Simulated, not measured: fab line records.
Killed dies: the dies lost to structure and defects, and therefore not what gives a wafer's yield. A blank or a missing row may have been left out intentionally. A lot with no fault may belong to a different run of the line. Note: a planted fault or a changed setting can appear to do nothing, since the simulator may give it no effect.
fab line records	flow n5Finfet	part 1 of 2: steps 1 to 16 of 27
record lots=5	wafers=15	lastDay=14
route steps=1938 shown BEOL_M5@1148
lots with no fault: from the same line, run without faults
startH: start of the lot's first displayed wafer, in hours after the record's first day	waitH: hours since the lot's step before	" repeats the value in the row above	L1.1+2: several wafers, shown together as one row	- no value, or no start was given	* or withheld: withheld	< > ~ a bound
route shown NAME@n: NAME is a module with steps in the file, n the number in the route of the first one	usual: mean and standard deviation over wafers with no fault	same: alike in all rows	chamber/n: place in a boat	sites: each site's reading	_std_site: the values' standard deviation	_edge_site: mean of outer sites minus mean of inner sites	radiusMm: how far each site lies from the wafer's centre	mask NAME#n: copy n	behind: the last tool/chamber to shape the wafer	hold: the reason the lot was held/the length of the hold in hours/how it ended	device: names the non-switching transistor (n, p or np)	end of line: at the end of the route, the tests of the same wafers	step lacking rows: just its recipe	killed: dies that structure and defects cost at the first sort, which is not the same as the wafer's yield	map: dies across one wafer; x = killed, . = not, _ = none there
set.NAME: the setting that was run; set.NAME@STEP: the one run at that earlier step	model.NAME: the simulator's own value behind a step, which no gauge read
certain route steps with their lots: each step a table, each wafer a row
services: from which hour (startH, from the record's first day; less than 0 if before it) a tool's chamber was out of use, for how many hours, and why
## steps
# step N5_BEOL_M5_CD_MEAS_28
# recipe targetCdNm=30.6	landingEnergyEv=500	detector=seInlens	targetCdYNm=20	polarity=opening
# usual cdNm=30.51/0.23
lot.wafer	tool	chamber	startH	waitH	cdNm
L074.4	cdSem-03	0	170.27	-	30.53
L074.5	"	0	"	"	30.91
L074.6	"	0	"	"	30.82
L075.3	cdSem-03	0	179.01	-	30.16
L075.4	"	0	"	"	30.33
L075.6	"	0	"	"	30.47
L085.1	cdSem-01	0	224.29	-	30.54
L085.3	"	0	"	"	30.36
L085.6	"	0	"	"	29.87
L084.1	cdSem-02	0	226.26	-	30.37
L084.2	"	0	"	"	30.83
L084.3	"	0	"	"	30.74
L086.3	cdSem-03	0	249.78	-	30.08
L086.4	"	0	"	"	30.48
L086.5	"	0	"	"	30.72
# step N5_BEOL_M5_OVL_MEAS_29
# recipe pointsPerWafer=522
# usual V4_OVL=-0.4/0.64
# same pointsPerWafer=522
lot.wafer	tool	chamber	startH	waitH	V4_OVL[nm]
L074.4	overlay-01	0	170.32	0.0	-0.8
L074.5	"	0	"	"	-1.1
L074.6	"	0	"	"	-0.7
L075.3	overlay-01	0	179.05	0.0	-1.1
L075.4	"	0	"	"	-1.3
L075.6	"	0	"	"	-0.2
L085.1	overlay-01	0	224.32	0.0	-0.5
L085.3	"	0	"	"	-0.4
L085.6	"	0	"	"	-0.2
L084.1	overlay-01	0	226.29	0.0	-0.4
L084.2	"	0	"	"	0.4
L084.3	"	0	"	"	-0.5
L086.3	overlay-01	0	249.82	0.0	-0.7
L086.4	"	0	"	"	-1.7
L086.5	"	0	"	"	-1.0
# step N5_BEOL_M5_INSPECT_30
# recipe mode=adi	inspectInstrument=brightfield
# usual rawDefectCount=399/84
lot.wafer	tool	chamber	startH	waitH	rawDefectCount
L074.4	defectInspect-01	-	170.36	0.0	462
L074.5	"	-	"	"	337
L074.6	"	-	"	"	391
L075.3	defectInspect-01	-	179.09	0.0	367
L075.4	"	-	"	"	470
L075.6	"	-	"	"	496
L085.1	defectInspect-02	-	224.38	0.1	358
L085.3	"	-	"	"	320
L085.6	"	-	"	"	249
L084.1	defectInspect-02	-	226.35	0.1	352
L084.2	"	-	"	"	317
L084.3	"	-	"	"	502
L086.3	defectInspect-02	-	249.87	0.0	461
L086.4	"	-	"	"	510
L086.5	"	-	"	"	451
# step N5_BEOL_M5_DESCUM_33
# recipe chemistry=O2	timeS=7	sourcePowerW=50	biasPowerW=20	pressureMtorr=20	rfFrequencyHz=2.712e+07	tempC=40	resist=CAR-EUV	o2FlowSccm=225
# usual biasPowerW=20.00/0.064	drypumpMotorCurrentA=5.5/0.51	oesProductAu=0.79/0.079	rfVppV=243.3/1.1	showerheadPlenumPTorr=2.10/0.054	throttleValvePct=20.45/0.24
lot.wafer	tool	chamber	startH	waitH	biasPowerW	drypumpMotorCurrentA	oesProductAu	rfHoursCounterH	rfVppV	showerheadPlenumPTorr	throttleValvePct
L074.4	rieDiel-06	2	170.48	0.1	20.00	5.8	0.76	158	243.9	2.11	20.82
L074.5	"	3	"	"	20.02	6.3	0.99	-	242.5	2.05	20.22
L074.6	"	0	"	"	20.01	4.9	0.69	-	241.8	2.06	20.13
L075.3	rieDiel-04	3	179.13	0.0	20.09	5.3	0.86	49	243.7	2.15	20.49
L075.4	"	1	"	"	19.97	6.1	0.75	164	244.9	2.19	20.44
L075.6	"	1	"	"	19.96	6.1	0.75	-	243.4	2.19	20.44
L085.1	rieDiel-04	1	224.42	0.0	20.02	6.1	0.74	180	244.2	2.19	20.46
L085.3	"	0	"	"	20.15	5.1	0.79	106	242.0	2.10	20.38
L085.6	"	2	"	"	20.01	5.0	0.83	-	241.9	2.03	20.54
L084.1	rieDiel-06	2	226.38	0.0	19.90	5.7	0.74	175	242.8	2.10	20.84
L084.2	"	3	"	"	20.02	6.3	0.91	17	242.3	2.04	20.24
L084.3	"	0	"	"	20.07	4.9	0.68	244	242.9	2.06	20.16
L086.3	rieDiel-02	0	250.15	0.3	20.01	5.3	0.70	225	242.0	2.07	20.71
L086.4	"	2	"	"	19.94	6.4	0.91	29	244.3	2.14	20.44
L086.5	"	3	"	"	19.92	4.9	0.73	-	244.5	2.17	20.35
# step N5_BEOL_M5_ETCH_75
# recipe chemistry=N2/H2	target=underlayer	targetDepthA=65	maskMaterial=CAR-EUV	timeS=5.2	ionEnergyEv=200	pressureMtorr=30	sourceW=840	biasW=150	n2FlowSccm=200	h2FlowSccm=200	ends=cleared
# usual drypumpMotorCurrentA=5.5/0.51	etchRfOnTimeS=5.16/0.11	oesProductAu=0.68/0.067	rfVppV=524.3/2.2	showerheadPlenumPTorr=2.55/0.06	throttleValvePct=17.89/0.21
lot.wafer	tool	chamber	startH	waitH	drypumpMotorCurrentA	etchRfOnTimeS	oesProductAu	rfHoursCounterH	rfVppV	showerheadPlenumPTorr	throttleValvePct
L074.4	rieDiel-06	2	170.52	0.0	5.8	5.19	0.65	158	522.9	2.53	18.18
L074.5	"	3	"	"	6.3	5.01	0.84	-	522.8	2.52	17.82
L074.6	"	0	"	"	4.9	5.29	0.58	-	523.1	2.52	17.66
L075.3	rieDiel-04	3	179.16	0.0	5.3	5.17	0.71	49	526.2	2.58	17.74
L075.4	"	1	"	"	6.1	5.20	0.66	164	527.7	2.65	17.87
L075.6	"	1	"	"	6.1	5.21	0.65	-	526.2	2.65	17.85
L085.1	rieDiel-04	1	224.45	0.0	6.2	5.20	0.64	180	525.4	2.64	17.87
L085.3	"	0	"	"	5.1	5.07	0.67	106	523.5	2.55	17.75
L085.6	"	2	"	"	5.0	5.11	0.72	-	521.8	2.45	17.90
L084.1	rieDiel-06	2	226.42	0.0	5.8	5.21	0.64	175	522.7	2.53	18.19
L084.2	"	3	"	"	6.3	4.97	0.79	17	523.5	2.51	17.84
L084.3	"	0	"	"	4.9	5.25	0.58	244	521.7	2.51	17.71
L086.3	rieDiel-02	0	250.18	0.0	5.3	5.44	0.58	225	524.2	2.52	18.30
L086.4	"	2	"	"	6.4	5.14	0.77	29	525.6	2.59	17.74
L086.5	"	3	"	"	5.0	5.30	0.62	-	525.8	2.65	17.86
# step N5_BEOL_M5_ETCH_67
# recipe chemistry=CF4	target=SiARC	targetDepthA=156	maskMaterial=CAR-EUV	timeS=26	ionEnergyEv=80	pressureMtorr=40	sourceW=545	biasW=36	Ar_flow_sccm=100	cf4FlowSccm=100	ends=cleared
# usual cf4FlowSccm=100.00/0.29	drypumpMotorCurrentA=5.5/0.51	etchRfOnTimeS=25.9/0.5	oesProductAu=0.68/0.066	rfVppV=184.2/1	showerheadPlenumPTorr=2.15/0.048	throttleValvePct=15.61/0.22
lot.wafer	tool	chamber	startH	waitH	cf4FlowSccm	drypumpMotorCurrentA	etchRfOnTimeS	oesProductAu	rfHoursCounterH	rfVppV	showerheadPlenumPTorr	throttleValvePct
L074.4	rieDiel-06	2	170.53	0.0	99.77	5.8	26.1	0.65	158	182.6	2.13	15.85
L074.5	"	3	"	"	100.70	6.2	25.0	0.84	-	183.4	2.10	15.30
L074.6	"	0	"	"	99.73	4.9	26.3	0.58	-	183.9	2.12	15.48
L075.3	rieDiel-04	3	179.18	0.0	99.78	5.3	25.8	0.73	49	183.1	2.17	15.46
L075.4	"	1	"	"	100.21	6.1	25.8	0.65	164	184.7	2.23	15.57
L075.6	"	1	"	"	100.13	6.1	25.6	0.65	-	184.4	2.23	15.58
L085.1	rieDiel-04	1	224.47	0.0	100.26	6.1	26.2	0.63	180	185.8	2.22	15.60
L085.3	"	0	"	"	99.85	5.1	25.5	0.67	106	185.7	2.15	15.61
L085.6	"	2	"	"	99.54	5.0	26.1	0.71	-	183.0	2.09	15.76
L084.1	rieDiel-06	2	226.43	0.0	99.57	5.8	26.5	0.63	175	183.4	2.13	15.89
L084.2	"	3	"	"	99.96	6.3	25.0	0.78	17	184.8	2.10	15.34
L084.3	"	0	"	"	100.00	4.9	26.0	0.58	244	184.5	2.12	15.51
L086.3	rieDiel-02	0	250.20	0.0	100.26	5.3	26.9	0.58	225	182.2	2.11	15.87
L086.4	"	2	"	"	99.76	6.4	25.3	0.77	29	186.4	2.20	15.55
L086.5	"	3	"	"	99.74	4.9	26.5	0.62	-	184.7	2.21	15.49
# step N5_BEOL_M5_ETCH_68
# recipe chemistry=N2/H2	target=SOC	targetDepthA=800	overetchA=160	maskMaterial=SiARC	tempC=40	timeS=120	ionEnergyEv=200	pressureMtorr=30	sourceW=840	biasW=150	n2FlowSccm=200	h2FlowSccm=200
# usual drypumpMotorCurrentA=5.5/0.51	oesProductAu=0.61/0.055	rfVppV=524.2/1.9	showerheadPlenumPTorr=2.55/0.06	throttleValvePct=17.85/0.21
lot.wafer	tool	chamber	startH	waitH	drypumpMotorCurrentA	oesProductAu	rfHoursCounterH	rfVppV	showerheadPlenumPTorr	throttleValvePct
L074.4	rieDiel-06	2	170.56	0.0	5.8	0.58	158	524.9	2.53	18.13
L074.5	"	3	"	"	6.3	0.74	-	521.2	2.52	17.77
L074.6	"	0	"	"	4.9	0.53	-	522.7	2.52	17.64
L075.3	rieDiel-04	3	179.21	0.0	5.3	0.64	49	526.3	2.58	17.69
L075.4	"	1	"	"	6.1	0.58	164	526.0	2.65	17.81
L075.6	"	1	"	"	6.1	0.58	-	525.4	2.65	17.81
L085.1	rieDiel-04	1	224.50	0.0	6.1	0.58	180	526.4	2.64	17.84
L085.3	"	0	"	"	5.1	0.59	106	524.4	2.55	17.72
L085.6	"	2	"	"	4.9	0.64	-	521.0	2.45	17.88
L084.1	rieDiel-06	2	226.46	0.0	5.8	0.56	175	522.7	2.53	18.15
L084.2	"	3	"	"	6.2	0.69	17	522.9	2.51	17.78
L084.3	"	0	"	"	4.9	0.52	244	521.0	2.51	17.66
L086.3	rieDiel-02	0	250.23	0.0	5.3	0.54	225	523.3	2.52	18.25
L086.4	"	2	"	"	6.4	0.68	29	525.1	2.59	17.71
L086.5	"	3	"	"	5.0	0.56	-	527.8	2.65	17.83
# step N5_BEOL_M5_STRIP_69
# recipe chemistry=N2/H2	tempC=40	n2FlowSccm=200	h2FlowSccm=200	rfFrequencyHz=6e+07
lot.wafer	tool	chamber	startH	waitH
L074.4+5+6	rieDiel-06	2,3,0	170.64	0.0
L075.3+4+6	rieDiel-04	3,1,1	179.29	0.0
L085.1+3+6	rieDiel-04	1,0,2	224.58	0.0
L084.1+2+3	rieDiel-06	2,3,0	226.54	0.0
L086.3+4+5	rieDiel-02	0,2,3	250.31	0.0
# step N5_BEOL_M5_STRIP_76
# recipe chemistry=N2/H2	tempC=40	n2FlowSccm=200	h2FlowSccm=200	rfFrequencyHz=6e+07
lot.wafer	tool	chamber	startH	waitH
L074.4+5+6	rieDiel-06	2,3,0	170.65	0.0
L075.3+4+6	rieDiel-04	3,1,1	179.30	0.0
L085.1+3+6	rieDiel-04	1,0,2	224.59	0.0
L084.1+2+3	rieDiel-06	2,3,0	226.55	0.0
L086.3+4+5	rieDiel-02	0,2,3	250.32	0.0
# step N5_BEOL_M5_VIA_ETCH_34
# recipe chemistry=C4F6/O2	target=SiCOH_lowk	targetDepthA=883	maskMaterial=SOC	taperDeg=4	timeS=39.2	ionEnergyEv=250	pressureMtorr=30	sourceW=345	biasW=185	Ar_flow_sccm=300	C4F6_flow_sccm=10	O2_flow_sccm=10
# usual drypumpMotorCurrentA=5.5/0.51	oesProductAu=0.79/0.078	rfVppV=665/11	showerheadPlenumPTorr=2.86/0.066	throttleValvePct=20.90/0.18
lot.wafer	tool	chamber	startH	waitH	drypumpMotorCurrentA	oesProductAu	rfHoursCounterH	rfVppV	showerheadPlenumPTorr	throttleValvePct
L074.4	rieDiel-06	2	170.66	0.0	5.8	0.75	158	672	2.83	21.10
L074.5	"	3	"	"	6.3	0.98	-	663	2.81	20.74
L074.6	"	0	"	"	4.9	0.69	-	657	2.83	20.70
L075.3	rieDiel-04	3	179.31	0.0	5.3	0.85	49	652	2.91	20.90
L075.4	"	1	"	"	6.1	0.76	165	667	2.96	20.82
L075.6	"	1	"	"	6.1	0.76	-	665	2.96	20.82
L085.1	rieDiel-04	1	224.60	0.0	6.1	0.74	180	667	2.95	20.83
L085.3	"	0	"	"	5.1	0.79	106	657	2.86	20.86
L085.6	"	2	"	"	4.9	0.85	-	693	2.77	21.04
L084.1	rieDiel-06	2	226.56	0.0	5.8	0.74	175	673	2.82	21.09
L084.2	"	3	"	"	6.3	0.91	17	662	2.80	20.79
L084.3	"	0	"	"	4.9	0.68	244	654	2.82	20.70
L086.3	rieDiel-02	0	250.33	0.0	5.3	0.69	225	660	2.80	21.05
L086.4	"	2	"	"	6.4	0.91	29	671	2.93	20.95
L086.5	"	3	"	"	4.9	0.74	-	672	2.96	20.83
# step N5_BEOL_M5_STRIP_85
# recipe chemistry=C4F6/O2	resist=SiARC	rfFrequencyHz=6e+07
lot.wafer	tool	chamber	startH	waitH
L074.4+5+6	rieDiel-06	2,3,0	170.70	0.0
L075.3+4+6	rieDiel-04	3,1,1	179.34	0.0
L085.1+3+6	rieDiel-04	1,0,2	224.63	0.0
L084.1+2+3	rieDiel-06	2,3,0	226.60	0.0
L086.3+4+5	rieDiel-02	0,2,3	250.36	0.0
# step N5_BEOL_M5_STRIP_36
# recipe chemistry=N2/H2	powerW=450	tempC=40	pressureMtorr=20	rfFrequencyHz=6e+07	overashFraction=0.3	biasPowerW=7	h2Frac=0.5	n2FlowSccm=200	h2FlowSccm=200
# usual biasPowerW=7.006/0.022	drypumpMotorCurrentA=5.5/0.51	oesProductAu=0.79/0.079	rfVppV=59.2/1.5	showerheadPlenumPTorr=2.55/0.06	throttleValvePct=23.73/0.26
lot.wafer	tool	chamber	startH	waitH	biasPowerW	drypumpMotorCurrentA	oesProductAu	rfHoursCounterH	rfVppV	showerheadPlenumPTorr	throttleValvePct
L074.4	rieDiel-06	2	170.71	0.0	7.019	5.8	0.75	158	58.8	2.53	24.06
L074.5	"	3	"	"	6.961	6.3	0.98	-	61.5	2.51	23.86
L074.6	"	0	"	"	7.003	4.9	0.70	-	58.8	2.51	23.38
L075.3	rieDiel-04	3	179.35	0.0	7.004	5.3	0.87	49	60.9	2.58	23.57
L075.4	"	1	"	"	7.026	6.1	0.76	165	58.3	2.64	23.71
L075.6	"	1	"	"	7.006	6.1	0.75	-	60.8	2.64	23.72
L085.1	rieDiel-04	1	224.64	0.0	6.979	6.1	0.72	180	57.9	2.64	23.75
L085.3	"	0	"	"	6.970	5.1	0.79	106	58.1	2.55	23.49
L085.6	"	2	"	"	7.018	4.9	0.82	-	59.6	2.45	23.72
L084.1	rieDiel-06	2	226.61	0.0	6.976	5.8	0.75	175	58.8	2.52	24.09
L084.2	"	3	"	"	7.020	6.3	0.93	17	59.8	2.51	23.86
L084.3	"	0	"	"	7.007	4.9	0.68	244	57.4	2.51	23.40
L086.3	rieDiel-02	0	250.37	0.0	6.988	5.3	0.70	225	59.6	2.51	24.30
L086.4	"	2	"	"	7.025	6.4	0.90	29	60.9	2.59	23.60
L086.5	"	3	"	"	7.012	5.0	0.72	-	58.8	2.65	23.66
# step N5_BEOL_M5_TRENCH_ETCH_37
# recipe chemistry=C4F6/O2	targetDepthA=716.52	target=SiCOH_lowk	timeS=24.7	ionEnergyEv=250	pressureMtorr=30	sourceW=345	biasW=185	Ar_flow_sccm=300	C4F6_flow_sccm=10	O2_flow_sccm=10
# usual drypumpMotorCurrentA=5.5/0.51	oesProductAu=0.79/0.077	rfVppV=665/11	showerheadPlenumPTorr=2.86/0.066	throttleValvePct=20.94/0.18
lot.wafer	tool	chamber	startH	waitH	drypumpMotorCurrentA	oesProductAu	rfHoursCounterH	rfVppV	showerheadPlenumPTorr	throttleValvePct
L074.4	rieDiel-06	2	-	-	5.8	0.76	158	670	2.83	21.14
L074.5	"	3	"	"	6.3	0.97	-	660	2.81	20.80
L074.6	"	0	"	"	4.9	0.69	-	656	2.83	20.73
L075.3	rieDiel-04	3	-	-	5.3	0.85	49	652	2.91	20.94
L075.4	"	1	"	"	6.1	0.75	165	665	2.96	20.86
L075.6	"	1	"	"	6.2	0.76	-	666	2.96	20.84
L085.1	rieDiel-04	1	-	-	6.2	0.74	180	667	2.95	20.89
L085.3	"	0	"	"	5.1	0.78	106	656	2.86	20.91
L085.6	"	2	"	"	5.0	0.84	-	692	2.77	21.08
L084.1	rieDiel-06	2	-	-	5.8	0.74	175	671	2.82	21.15
L084.2	"	3	"	"	6.3	0.92	17	662	2.80	20.82
L084.3	"	0	"	"	4.9	0.68	244	655	2.82	20.75
L086.3	rieDiel-02	0	-	-	5.3	0.69	225	660	2.80	21.09
L086.4	"	2	"	"	6.4	0.91	29	671	2.93	20.98
L086.5	"	3	"	"	5.0	0.73	-	671	2.96	20.86
# step N5_BEOL_M5_ETCH_41
# recipe chemistry=CH3F/O2	target=SiCN	targetDepthA=315	taperDeg=2	timeS=56.7	ionEnergyEv=120	maskMaterial=TiN	pressureMtorr=30	sourceW=395	biasW=75	Ar_flow_sccm=150	CH3F_flow_sccm=30	O2_flow_sccm=20
# usual drypumpMotorCurrentA=5.5/0.51	oesProductAu=0.79/0.078	rfVppV=297.5/1.2	showerheadPlenumPTorr=2.01/0.049	throttleValvePct=16.33/0.19
lot.wafer	tool	chamber	startH	waitH	drypumpMotorCurrentA	oesProductAu	rfHoursCounterH	rfVppV	showerheadPlenumPTorr	throttleValvePct
L074.4	rieDiel-06	2	-	-	5.8	0.75	158	297.0	1.99	16.53
L074.5	"	3	"	"	6.3	0.98	-	297.6	1.97	16.10
L074.6	"	0	"	"	4.9	0.69	-	296.9	1.99	16.22
L075.3	rieDiel-04	3	-	-	5.3	0.84	49	299.5	2.05	16.27
L075.4	"	1	"	"	6.1	0.76	165	298.5	2.09	16.27
L075.6	"	1	"	"	6.1	0.75	-	299.2	2.09	16.29
L085.1	rieDiel-04	1	-	-	6.1	0.75	180	298.2	2.08	16.30
L085.3	"	0	"	"	5.1	0.79	106	296.6	2.01	16.30
L085.6	"	2	"	"	5.0	0.84	-	295.1	1.94	16.42
L084.1	rieDiel-06	2	-	-	5.8	0.74	175	297.2	1.98	16.58
L084.2	"	3	"	"	6.2	0.91	17	296.0	1.96	16.13
L084.3	"	0	"	"	4.9	0.68	244	296.3	1.98	16.22
L086.3	rieDiel-02	0	-	-	5.3	0.68	225	296.4	1.97	16.56
L086.4	"	2	"	"	6.4	0.90	29	298.4	2.06	16.29
L086.5	"	3	"	"	5.0	0.73	-	299.7	2.08	16.28
# step N5_BEOL_M5_STRIP_91
# recipe chemistry=N2/H2	timeS=10	powerW=450	tempC=40	pressureMtorr=20	rfFrequencyHz=6e+07	biasPowerW=7	n2FlowSccm=200	h2FlowSccm=200
# usual biasPowerW=7.001/0.021	drypumpMotorCurrentA=5.5/0.51	oesProductAu=0.79/0.079	rfVppV=59.1/0.89	showerheadPlenumPTorr=2.55/0.06	throttleValvePct=23.73/0.26
lot.wafer	tool	chamber	startH	waitH	biasPowerW	drypumpMotorCurrentA	oesProductAu	rfHoursCounterH	rfVppV	showerheadPlenumPTorr	throttleValvePct
L074.4	rieDiel-06	2	-	-	7.026	5.8	0.75	158	59.2	2.53	24.07
L074.5	"	3	"	"	6.970	6.3	0.98	-	58.9	2.51	23.86
L074.6	"	0	"	"	7.007	4.9	0.69	-	59.8	2.51	23.36
L075.3	rieDiel-04	3	-	-	6.998	5.3	0.84	49	59.7	2.58	23.56
L075.4	"	1	"	"	7.016	6.1	0.75	165	60.3	2.64	23.70
L075.6	"	1	"	"	7.008	6.1	0.74	-	58.7	2.64	23.71
L085.1	rieDiel-04	1	-	-	7.023	6.1	0.74	180	58.2	2.64	23.74
L085.3	"	0	"	"	7.020	5.1	0.78	106	59.4	2.55	23.45
L085.6	"	2	"	"	6.960	5.0	0.83	-	58.6	2.45	23.70
L084.1	rieDiel-06	2	-	-	7.018	5.8	0.74	175	58.1	2.52	24.10
L084.2	"	3	"	"	7.007	6.3	0.92	17	58.6	2.50	23.87
L084.3	"	0	"	"	6.999	4.9	0.68	244	59.3	2.51	23.39
L086.3	rieDiel-02	0	-	-	6.978	5.3	0.71	225	59.4	2.51	24.28
L086.4	"	2	"	"	6.992	6.4	0.91	29	60.1	2.59	23.58
L086.5	"	3	"	"	7.021	4.9	0.73	-	58.8	2.65	23.69
# step N5_BEOL_M5_OCD_MEAS_38
# usual trenchDepthNm=71.7/1.3
lot.wafer	tool	chamber	startH	waitH	trenchDepthNm
L074.4	ocd-02	-	170.91	-	71.2
L074.5	"	-	"	"	73.4
L074.6	"	-	"	"	70.3
L075.3	ocd-01	-	179.55	-	72.6
L075.4	"	-	"	"	71.5
L075.6	"	-	"	"	71.3
L085.1	ocd-01	-	224.84	-	70.2
L085.3	"	-	"	"	72.3
L085.6	"	-	"	"	71.8
L084.1	ocd-02	-	226.80	-	69.6
L084.2	"	-	"	"	73.8
L084.3	"	-	"	"	70.7
L086.3	ocd-01	-	250.57	-	69.7
L086.4	"	-	"	"	73.6
L086.5	"	-	"	"	70.4
